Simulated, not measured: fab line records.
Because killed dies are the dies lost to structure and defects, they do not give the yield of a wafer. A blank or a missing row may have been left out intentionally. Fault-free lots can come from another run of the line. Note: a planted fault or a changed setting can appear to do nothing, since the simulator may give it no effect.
Which tool is to blame? :: flow n5_finfet :: 9 lots with 27 wafers sampled at 5 steps, on a route of 1938 steps

## WHAT THE GAUGES READ, wafer by wafer
N5_BEOL_M0_SAQP_CD_MEAS_29: the cd target is 14.4 nm. Usual: cd_nm at 14.99 nm, with a standard deviation of 0.21.
lot: L654
measured: day 6 06:13
on: cd_sem-02
cd_nm (nm): 14.88 14.96 14.87
flag: 

lot: L653
measured: day 6 11:27
on: cd_sem-01
cd_nm (nm): 14.89 15.00 15.22
flag: 

lot: L655
measured: day 6 11:59
on: cd_sem-02
cd_nm (nm): 15.02 15.19 15.12
flag: 

lot: L656
measured: day 6 17:19
on: cd_sem-03
cd_nm (nm): 14.89 15.35 15.26
flag: 

lot: L663
measured: day 8 12:08
on: cd_sem-03
cd_nm (nm): 14.80 14.65 14.84
flag: 

lot: L665
measured: day 9 02:05
on: cd_sem-02
cd_nm (nm): 15.12 15.11 14.88
flag: 

lot: L667
measured: day 9 10:44
on: cd_sem-03
cd_nm (nm): 15.23 15.03 15.26
flag: 

lot: L669
measured: day 9 18:08
on: cd_sem-01
cd_nm (nm): 14.93 14.88 14.85
flag: 

lot: L675
measured: day 11 01:04
on: cd_sem-03
cd_nm (nm): 14.86 15.04 14.95
flag: 

N5_BEOL_M4_RC_MEAS_101. Usual: DIBL_N 36.4 mV/V, standard deviation 1.6; DIBL_P 36.2 mV/V, standard deviation 1.8; IOFF_N 0.159 nA/um, standard deviation 0.029; IOFF_P 0.21 nA/um, standard deviation 0.034; ION_N 670 uA/um, standard deviation 12; ION_P 459 uA/um, standard deviation 8.2; SS_N 71.5 mV/dec, standard deviation 0.59; SS_P 73.2 mV/dec, standard deviation 0.54; VT_N 250 mV, standard deviation 3.3; VT_P -250 mV, standard deviation 3.7.
lot: L654
measured: day 8 17:43
on: prober-02
DIBL_N (mV/V): 34.2 34.8 36.8
DIBL_P (mV/V): 33.1 34.2 35.6
IOFF_N (nA/um): 0.127 0.133 0.163
IOFF_P (nA/um): 0.17 0.19 0.21
ION_N (uA/um): 658 660 668
ION_P (uA/um): 450 454 462
SS_N (mV/dec): 71.2 70.8 72.0
SS_P (mV/dec): 73.0 73.5 72.5
VT_N (mV): 253 252 252
VT_P (mV): -252 -252 -250
flag: 

lot: L653
measured: day 8 20:48
on: prober-02
DIBL_N (mV/V): 35.8 36.6 36.6
DIBL_P (mV/V): 37.4 37.3 37.5
IOFF_N (nA/um): 0.150 0.153 0.164
IOFF_P (nA/um): 0.20 0.20 0.21
ION_N (uA/um): 673 659 671
ION_P (uA/um): 460 447 459
SS_N (mV/dec): 71.2 71.3 71.5
SS_P (mV/dec): 73.4 73.6 73.1
VT_N (mV): 248 251 251
VT_P (mV): -251 -252 -254
flag: 

lot: L655
measured: day 9 12:06
on: prober-02
DIBL_N (mV/V): 34.8 37.0 36.3
DIBL_P (mV/V): 33.3 35.7 34.5
IOFF_N (nA/um): 0.133 0.170 0.144
IOFF_P (nA/um): 0.20 0.24 0.22
ION_N (uA/um): 674 685 658
ION_P (uA/um): 465 464 459
SS_N (mV/dec): 70.2 71.5 71.6
SS_P (mV/dec): 73.3 72.6 73.3
VT_N (mV): 252 248 252
VT_P (mV): -249 -247 -247
flag: 

lot: L656
measured: day 9 17:08
on: prober-02
DIBL_N (mV/V): 38.1 39.7 37.4
DIBL_P (mV/V): 36.5 38.4 35.3
IOFF_N (nA/um): 0.204 0.260 0.191
IOFF_P (nA/um): 0.25 0.31 0.24
ION_N (uA/um): 697 698 683
ION_P (uA/um): 472 477 469
SS_N (mV/dec): 72.2 72.9 72.1
SS_P (mV/dec): 73.0 73.5 73.2
VT_N (mV): 248 243 247
VT_P (mV): -247 -241 -247
flag: 

lot: L663
measured: day 11 11:47
on: prober-02
DIBL_N (mV/V): 37.8 37.7 35.8
DIBL_P (mV/V): 38.0 36.4 34.1
IOFF_N (nA/um): 0.182 0.181 0.142
IOFF_P (nA/um): 0.23 0.19 0.16
ION_N (uA/um): 673 684 659
ION_P (uA/um): 463 456 445
SS_N (mV/dec): 71.8 72.6 71.4
SS_P (mV/dec): 73.8 73.7 72.9
VT_N (mV): 250 249 253
VT_P (mV): -252 -254 -255
flag: 

lot: L665
measured: day 12 08:26
on: prober-01
DIBL_N (mV/V): 36.2 36.7 35.9
DIBL_P (mV/V): 35.0 34.4 33.1
IOFF_N (nA/um): 0.141 0.149 0.131
IOFF_P (nA/um): 0.21 0.19 0.19
ION_N (uA/um): 664 656 669
ION_P (uA/um): 462 459 460
SS_N (mV/dec): 71.5 71.7 70.6
SS_P (mV/dec): 73.0 72.9 72.8
VT_N (mV): 252 253 250
VT_P (mV): -249 -251 -251
flag: 

lot: L667
measured: day 11 19:01
on: prober-02
DIBL_N (mV/V): 35.2 36.1
DIBL_P (mV/V): 35.1 32.9
IOFF_N (nA/um): 0.126 0.127
IOFF_P (nA/um): 0.18 0.15
ION_N (uA/um): 668 643
ION_P (uA/um): 461 445
SS_N (mV/dec): 70.8 72.0
SS_P (mV/dec): 72.8 72.8
VT_N (mV): 254 256
VT_P (mV): -252 -255
flag: 

lot: L669
measured: day 13 00:02
on: prober-01
DIBL_N (mV/V): 32.9 34.7 33.8
DIBL_P (mV/V): 34.3 34.9 33.9
IOFF_N (nA/um): 0.119 0.137 0.137
IOFF_P (nA/um): 0.18 0.19 0.18
ION_N (uA/um): 657 665 670
ION_P (uA/um): 457 458 464
SS_N (mV/dec): 70.4 70.4 70.4
SS_P (mV/dec): 72.8 73.4 73.3
VT_N (mV): 251 253 250
VT_P (mV): -251 -250 -250
flag: 

lot: L675
measured: day 14 19:29
on: prober-01
DIBL_N (mV/V): 36.1 37.3 33.1
DIBL_P (mV/V): 37.1 39.1 34.9
IOFF_N (nA/um): 0.157 0.196 0.117
IOFF_P (nA/um): 0.22 0.26 0.19
ION_N (uA/um): 657 689 652
ION_P (uA/um): 458 472 460
SS_N (mV/dec): 71.7 71.7 70.8
SS_P (mV/dec): 73.4 73.6 72.5
VT_N (mV): 253 247 253
VT_P (mV): -250 -248 -250
flag: 

## TOOL THAT RAN EACH LOT (tool first, then ch and the chambers of the sampled wafers, then the start)
lot: L654
N5_BEOL_M0_SAQP_MANDREL2_REMOVE_110: rie_si-05 ch 1,2, day 6 06:07
N5_BEOL_M0_SAQP_CUT_ETCH_46: rie_diel-04 ch 0,1,2, day 6 06:54
N5_BEOL_M0_SAQP_ALD_48: ald_sin-04 ch 0,3, day 6 07:06

lot: L653
N5_BEOL_M0_SAQP_MANDREL2_REMOVE_110: rie_si-02 ch 1,2, day 6 11:20
N5_BEOL_M0_SAQP_CUT_ETCH_46: rie_diel-04 ch 0,2,3, day 6 11:58
N5_BEOL_M0_SAQP_ALD_48: ald_sin-04 ch 0,3, day 6 12:10

lot: L655
N5_BEOL_M0_SAQP_MANDREL2_REMOVE_110: rie_si-05 ch 0,1,3, day 6 11:52
N5_BEOL_M0_SAQP_CUT_ETCH_46: rie_diel-05 ch 1,2, day 6 12:29
N5_BEOL_M0_SAQP_ALD_48: ald_sin-04 ch 2,3, day 6 12:41

lot: L656
N5_BEOL_M0_SAQP_MANDREL2_REMOVE_110: rie_si-04 ch 1,2,3, day 6 17:12
N5_BEOL_M0_SAQP_CUT_ETCH_46: rie_diel-05 ch 1,2,3, day 6 17:50
N5_BEOL_M0_SAQP_ALD_48: ald_sin-01 ch 2,3, day 6 18:16

lot: L663
N5_BEOL_M0_SAQP_MANDREL2_REMOVE_110: rie_si-04 ch 0,2, day 8 12:02
N5_BEOL_M0_SAQP_CUT_ETCH_46: rie_diel-04 ch 2,3, day 8 12:41
N5_BEOL_M0_SAQP_ALD_48: ald_sin-02 ch 0,1,2, day 8 12:53

lot: L665
N5_BEOL_M0_SAQP_MANDREL2_REMOVE_110: rie_si-05 ch 1,2,3, day 9 01:58
N5_BEOL_M0_SAQP_CUT_ETCH_46: rie_diel-04 ch 1,2,3, day 9 03:26
N5_BEOL_M0_SAQP_ALD_48: ald_sin-02 ch 1,2, day 9 03:54

lot: L667
N5_BEOL_M0_SAQP_MANDREL2_REMOVE_110: rie_si-04 ch 1,2,3, day 9 10:37
N5_BEOL_M0_SAQP_CUT_ETCH_46: rie_diel-04 ch 1,2,3, day 9 11:14
N5_BEOL_M0_SAQP_ALD_48: ald_sin-01 ch 2,3, day 9 11:26

lot: L669
N5_BEOL_M0_SAQP_MANDREL2_REMOVE_110: rie_si-05 ch 0,1,3, day 9 18:02
N5_BEOL_M0_SAQP_CUT_ETCH_46: rie_diel-04 ch 0,2,3, day 9 20:07
N5_BEOL_M0_SAQP_ALD_48: ald_sin-02 ch 1,2,3, day 9 20:22

lot: L675
N5_BEOL_M0_SAQP_MANDREL2_REMOVE_110: rie_si-04 ch 0,1,3, day 11 00:57
N5_BEOL_M0_SAQP_CUT_ETCH_46: rie_diel-05 ch 0,3, day 11 01:35
N5_BEOL_M0_SAQP_ALD_48: ald_sin-04 ch 1,3, day 11 01:47
- N5_BEOL_M0_SAQP_MANDREL2_REMOVE_110: chemistry HBr/Cl2/O2, target a-Si, stops on SiCN, bt time 10 s.
- N5_BEOL_M0_SAQP_CUT_ETCH_46: etches SOC in N2/H2, target depth 135 nm, overetch 27 nm, time 202.5 s.
- N5_BEOL_M0_SAQP_ALD_48: deposits SiO2, target thk 20 nm, pulse time 1 s, co reactant pulse time 1 s.

## WHAT THE TOOLS THEMSELVES READ (means of the sampled wafers that have a number; where no wafer has one, the mark that the record gives instead)
N5_BEOL_M0_SAQP_MANDREL2_REMOVE_110. Usual: drypump_motor_current_A 5.8 A, standard deviation 0.42; oes_product_au 0.992 a.u., standard deviation 0.014; throttle_valve_pct 36.83 %, standard deviation 0.26.
lot: L654
tool: rie_si-05
drypump_motor_current_A (A): 5.9
oes_product_au (a.u.): 0.977
throttle_valve_pct (%): 36.86
flag: 

lot: L653
tool: rie_si-02
drypump_motor_current_A (A): 5.6
oes_product_au (a.u.): 0.985
throttle_valve_pct (%): 37.19
flag: 

lot: L655
tool: rie_si-05
drypump_motor_current_A (A): 6.2
oes_product_au (a.u.): 0.994
throttle_valve_pct (%): 36.75
flag: 

lot: L656
tool: rie_si-04
drypump_motor_current_A (A): 5.6
oes_product_au (a.u.): 1.001
throttle_valve_pct (%): 36.63
flag: 

lot: L663
tool: rie_si-04
drypump_motor_current_A (A): 6.0
oes_product_au (a.u.): 0.984
throttle_valve_pct (%): 36.80
flag: 

lot: L665
tool: rie_si-05
drypump_motor_current_A (A): 5.9
oes_product_au (a.u.): 0.982
throttle_valve_pct (%): 36.86
flag: 

lot: L667
tool: rie_si-04
drypump_motor_current_A (A): 5.6
oes_product_au (a.u.): 1.000
throttle_valve_pct (%): 36.62
flag: 

lot: L669
tool: rie_si-05
drypump_motor_current_A (A): 6.2
oes_product_au (a.u.): 0.987
throttle_valve_pct (%): 36.75
flag: 

lot: L675
tool: rie_si-04
drypump_motor_current_A (A): 5.5
oes_product_au (a.u.): 0.992
throttle_valve_pct (%): 36.54
flag: 

N5_BEOL_M0_SAQP_CUT_ETCH_46. Usual: drypump_motor_current_A 5.6 A, standard deviation 0.47; n2_flow_sccm 200.1 sccm, standard deviation 0.66; rf_fwd_power_W 837.9 W, standard deviation 2.6; rf_vpp_V 524 V, standard deviation 3.1; showerhead_plenum_p_Torr 2.56 Torr, standard deviation 0.11; throttle_valve_pct 17.94 %, standard deviation 0.21.
lot: L654
tool: rie_diel-04
drypump_motor_current_A (A): 5.4
n2_flow_sccm (sccm): 200.3
rf_fwd_power_W (W): 836.2
rf_vpp_V (V): 524
showerhead_plenum_p_Torr (Torr): 2.54
throttle_valve_pct (%): 17.94
flag: 

lot: L653
tool: rie_diel-04
drypump_motor_current_A (A): 5.7
n2_flow_sccm (sccm): 199.8
rf_fwd_power_W (W): 837.9
rf_vpp_V (V): 524
showerhead_plenum_p_Torr (Torr): 2.53
throttle_valve_pct (%): 18.08
flag: 

lot: L655
tool: rie_diel-05
drypump_motor_current_A (A): 6.0
n2_flow_sccm (sccm): 200.2
rf_fwd_power_W (W): 838.5
rf_vpp_V (V): 523
showerhead_plenum_p_Torr (Torr): 2.52
throttle_valve_pct (%): 18.12
flag: 

lot: L656
tool: rie_diel-05
drypump_motor_current_A (A): 5.9
n2_flow_sccm (sccm): 200.6
rf_fwd_power_W (W): 837.8
rf_vpp_V (V): 525
showerhead_plenum_p_Torr (Torr): 2.58
throttle_valve_pct (%): 17.89
flag: 

lot: L663
tool: rie_diel-04
drypump_motor_current_A (A): 6.2
n2_flow_sccm (sccm): 199.6
rf_fwd_power_W (W): 834.1
rf_vpp_V (V): 524
showerhead_plenum_p_Torr (Torr): 2.55
throttle_valve_pct (%): 18.17
flag: 

lot: L665
tool: rie_diel-04
drypump_motor_current_A (A): 5.8
n2_flow_sccm (sccm): 200.6
rf_fwd_power_W (W): 838.7
rf_vpp_V (V): 525
showerhead_plenum_p_Torr (Torr): 2.56
throttle_valve_pct (%): 18.04
flag: 

lot: L667
tool: rie_diel-04
drypump_motor_current_A (A): 5.8
n2_flow_sccm (sccm): 199.7
rf_fwd_power_W (W): 769.4
rf_vpp_V (V): 541
showerhead_plenum_p_Torr (Torr): 2.56
throttle_valve_pct (%): 18.05
flag: OFF

lot: L669
tool: rie_diel-04
drypump_motor_current_A (A): 5.7
n2_flow_sccm (sccm): 200.0
rf_fwd_power_W (W): 770.2
rf_vpp_V (V): 543
showerhead_plenum_p_Torr (Torr): 2.63
throttle_valve_pct (%): 17.97
flag: OFF

lot: L675
tool: rie_diel-05
drypump_motor_current_A (A): 5.6
n2_flow_sccm (sccm): 200.8
rf_fwd_power_W (W): 836.6
rf_vpp_V (V): 522
showerhead_plenum_p_Torr (Torr): 2.51
throttle_valve_pct (%): 18.03
flag: 

N5_BEOL_M0_SAQP_ALD_48. Usual: heater_power_outer_w 42 W, standard deviation 3.8; heater_power_w 81 W, standard deviation 6.8; precursor_pulse_height_rel 0.999, standard deviation 0.019.
lot: L654
tool: ald_sin-04
heater_power_outer_w (W): 40
heater_power_w (W): 73
precursor_pulse_height_rel: 1.002
flag: 

lot: L653
tool: ald_sin-04
heater_power_outer_w (W): 39
heater_power_w (W): 74
precursor_pulse_height_rel: 0.999
flag: 

lot: L655
tool: ald_sin-04
heater_power_outer_w (W): 38
heater_power_w (W): 74
precursor_pulse_height_rel: 1.003
flag: 

lot: L656
tool: ald_sin-01
heater_power_outer_w (W): 42
heater_power_w (W): 79
precursor_pulse_height_rel: 0.988
flag: 

lot: L663
tool: ald_sin-02
heater_power_outer_w (W): 44
heater_power_w (W): 83
precursor_pulse_height_rel: 0.995
flag: 

lot: L665
tool: ald_sin-02
heater_power_outer_w (W): 42
heater_power_w (W): 79
precursor_pulse_height_rel: 1.006
flag: 

lot: L667
tool: ald_sin-01
heater_power_outer_w (W): 43
heater_power_w (W): 80
precursor_pulse_height_rel: 0.995
flag: 

lot: L669
tool: ald_sin-02
heater_power_outer_w (W): 46
heater_power_w (W): 83
precursor_pulse_height_rel: 0.995
flag: 

lot: L675
tool: ald_sin-04
heater_power_outer_w (W): 39
heater_power_w (W): 71
precursor_pulse_height_rel: 0.995
flag: 

## THE ANSWER, worked out from the rows above alone
Rule: a lot counts as off when the mean over its wafers that have a number is more than 3 standard deviations away from the usual mean. Also off: a lot with no number at a reading for which 4 or more lots have one. Any other lot the step has rows for is counted as sound. Order of review: gauges by route order, followed by the tools' own readings, for which a lot's mean as printed above is used. At the first step where some lot is off, the reading lying furthest off is the one used; lots without a number count as furthest.
Off: L667, L669 (N5_BEOL_M0_SAQP_CUT_ETCH_46, rf_fwd_power_W).
A tool fits if, at that step or a process step before it, it ran every lot that is off, and no sound lot after the first of them. One fits: rie_diel-04 at N5_BEOL_M0_SAQP_CUT_ETCH_46. A fault onset in the window from L665 (day 9 03:26, its last sound lot) to L667 (day 9 11:14, its first lot off) fits.
The tool's own readings at N5_BEOL_M0_SAQP_CUT_ETCH_46 bear it out: on the lots that are off they differ by more than 5 times the standard deviation of the sound lots' means. rf_fwd_power_W reads 769.8 W there against 837.1 W on the sound lots; rf_vpp_V reads 542 V there against 524 V on the sound lots.

## WHAT HAD BEEN PUT IN BY THE SIMULATOR
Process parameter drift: rie_diel-04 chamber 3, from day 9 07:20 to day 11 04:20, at N5_BEOL_M0_SAQP_CUT_ETCH_46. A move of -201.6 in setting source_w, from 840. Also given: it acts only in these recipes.
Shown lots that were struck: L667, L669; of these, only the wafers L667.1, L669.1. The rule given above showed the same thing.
